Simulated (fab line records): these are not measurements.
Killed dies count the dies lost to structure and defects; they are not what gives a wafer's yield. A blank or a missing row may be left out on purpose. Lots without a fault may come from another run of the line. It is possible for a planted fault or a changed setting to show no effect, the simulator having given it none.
Matching of chambers :: flow n5Finfet :: 4 sister chambers for N5_MOL_CONTACT_COAG_ALD_123 on aldSin-01
The step deposits SiNx, target thk 5 nm, pulse time 1 s, purge time 2 s. 14 wafers are shown with their chamber, then 7 later ones without.

## WAFERS WITH THEIR CHAMBER
wafer: L082.1
chamber: 0
heaterPowerW (W): 771
precursorPulseHeightRel: 1.034

wafer: L082.2
chamber: 1
heaterPowerW (W): 877
precursorPulseHeightRel: 0.986

wafer: L082.4
chamber: 1
heaterPowerW (W): 865
precursorPulseHeightRel: 0.972

wafer: L084.4
chamber: 1
heaterPowerW (W): 860
precursorPulseHeightRel: 1.001

wafer: L084.5
chamber: 0
heaterPowerW (W): 754
precursorPulseHeightRel: 0.959

wafer: L084.6
chamber: 1
heaterPowerW (W): 873
precursorPulseHeightRel: 1.010

wafer: L087.4
chamber: 3
heaterPowerW (W): 762
precursorPulseHeightRel: 0.993

wafer: L087.5
chamber: 1
heaterPowerW (W): 858
precursorPulseHeightRel: 1.010

wafer: L087.6
chamber: 0
heaterPowerW (W): 793
precursorPulseHeightRel: 0.997

wafer: L090.1
chamber: 3
heaterPowerW (W): 772
precursorPulseHeightRel: 0.999

wafer: L090.4
chamber: 1
heaterPowerW (W): 901
precursorPulseHeightRel: 0.994

wafer: L090.6
chamber: 2
heaterPowerW (W): 810
precursorPulseHeightRel: 1.034

wafer: L091.1
chamber: 0
heaterPowerW (W): 775
precursorPulseHeightRel: 1.028

wafer: L091.2
chamber: 3
heaterPowerW (W): 772
precursorPulseHeightRel: 0.978

SIGNATURES (averages over the wafers above)
reading: heaterPowerW
chamber 0: 773.25
chamber 1: 872.33
chamber 2: 810.00
chamber 3: 768.67
scatter within a chamber: 14.5

reading: precursorPulseHeightRel
chamber 0: 1.00450
chamber 1: 0.99550
chamber 2: 1.03400
chamber 3: 0.99000
scatter within a chamber: 0.0221
Rule: distance of a wafer from a chamber = root of the sum over the readings of ((wafer's reading minus chamber's mean) / reading's scatter) squared. The wafer belongs to the nearest chamber; if the next one is less than 2 further off, it can't be placed. The scatter: take each reading less its chamber's mean, square it, sum over the shown wafers, divide by the number of wafers less the number of chambers, and take the root.

## WAFERS WITH NO CHAMBER GIVEN
wafer: L091.3
heaterPowerW (W): 806
precursorPulseHeightRel: 1.014

wafer: L091.4
heaterPowerW (W): 889
precursorPulseHeightRel: 0.974

wafer: L091.5
heaterPowerW (W): 789
precursorPulseHeightRel: 1.022

wafer: L091.6
heaterPowerW (W): 782
precursorPulseHeightRel: 0.985

wafer: L092.1
heaterPowerW (W): 808
precursorPulseHeightRel: 1.040

wafer: L092.2
heaterPowerW (W): 768
precursorPulseHeightRel: 1.007

wafer: L092.3
heaterPowerW (W): 887
precursorPulseHeightRel: 1.008

## EACH ONE'S CHAMBER
wafer: L091.3
from the rows above: can't be placed: 2 or 0 or 3
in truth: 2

wafer: L091.4
from the rows above: 1
in truth: 1

wafer: L091.5
from the rows above: can't be placed: 0 or 2 or 3
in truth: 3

wafer: L091.6
from the rows above: can't be placed: 3 or 0 or 2
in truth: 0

wafer: L092.1
from the rows above: 2
in truth: 2

wafer: L092.2
from the rows above: can't be placed: 0 or 3
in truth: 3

wafer: L092.3
from the rows above: 1
in truth: 1
Correctly placed: 3 of 7. Not placeable from these rows: 4 (in 4, the candidates include the true chamber). Wrongly placed: 0.
